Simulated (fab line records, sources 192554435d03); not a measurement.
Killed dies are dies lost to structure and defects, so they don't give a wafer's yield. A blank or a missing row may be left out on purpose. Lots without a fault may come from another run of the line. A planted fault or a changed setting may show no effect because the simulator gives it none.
One fault seen from 2 desks | flow n5_finfet | each desk has only its own numbers; what lay behind them comes last

THE METROLOGY DESK
What the gauges read, lot by lot, whatever tool the lot ran on: means of the sampled wafers that have a number. A lot is out of limits, marked OUT, if its mean lies more than 4 standard deviations from the usual mean; the brackets give that distance.
Columns: A = MIM_TOP_OVL at N5_MIM_TOP_LITHO_OVL_MEAS_11, usual 3 nm
lot  | first seen here | A
L315 | day 13 00:06    | 10
L314 | day 13 06:57    | -0
L317 | day 13 17:47    | 6
L319 | day 13 18:53    | -3
L318 | day 13 23:58    | -6
L320 | day 14 06:08    | -4
L325 | day 15 19:45    | -3
L332 | day 16 15:52    | -2
L331 | day 16 23:05    | 9
L337 | day 18 18:22    | 6
This desk's finding: nothing out of limits on any of the 10 lots.

THE TOOL OWNER'S DESK: rie_diel-03
The tool's own readings at N5_BEOL_M8_TRENCH_ETCH_37 (etches SiCOH lowk in C4F6/O2, target depth 93.478 nm, time 31.2 s): means of the sampled wafers that have a number, for each lot that ran on this tool. A lot is out of limits, marked OUT, if its mean lies more than 4 standard deviations from the usual mean; the brackets give that distance.
Columns: A = drypump_motor_current_A at N5_BEOL_M8_TRENCH_ETCH_37, usual 5.7 A; B = mfc_ar_sccm at N5_BEOL_M8_TRENCH_ETCH_37, usual 300.0 sccm; C = oes_product_au at N5_BEOL_M8_TRENCH_ETCH_37, usual 0.80 a.u.; D = rf_vpp_V at N5_BEOL_M8_TRENCH_ETCH_37, usual 669 V; E = showerhead_plenum_p_Torr at N5_BEOL_M8_TRENCH_ETCH_37, usual 2.85 Torr; F = throttle_valve_pct at N5_BEOL_M8_TRENCH_ETCH_37, usual 20.94 %
lot  | first seen here | A   | B     | C    | D   | E    | F
L314 | day 10 14:45    | 5.7 | 299.4 | 0.96 | 667 | 2.97 | 21.05
L317 | day 11 06:18    | 5.4 | 300.7 | 0.79 | 666 | 2.79 | 21.01
L318 | day 11 10:36    | 6.0 | 299.6 | 0.88 | 672 | 2.98 | 20.97
L325 | day 13 09:23    | 5.6 | 299.9 | 0.83 | 669 | 2.88 | 21.07
L337 | day 16 10:58    | 6.0 | 300.6 | 0.82 | 671 | 2.96 | 21.04
This desk's finding: nothing out of limits on any of the 5 lots.

PUT TOGETHER
The metrology desk saw nothing out of limits.
The tool owner's desk saw nothing out of limits.

WHAT THE SIMULATOR HAD PUT IN
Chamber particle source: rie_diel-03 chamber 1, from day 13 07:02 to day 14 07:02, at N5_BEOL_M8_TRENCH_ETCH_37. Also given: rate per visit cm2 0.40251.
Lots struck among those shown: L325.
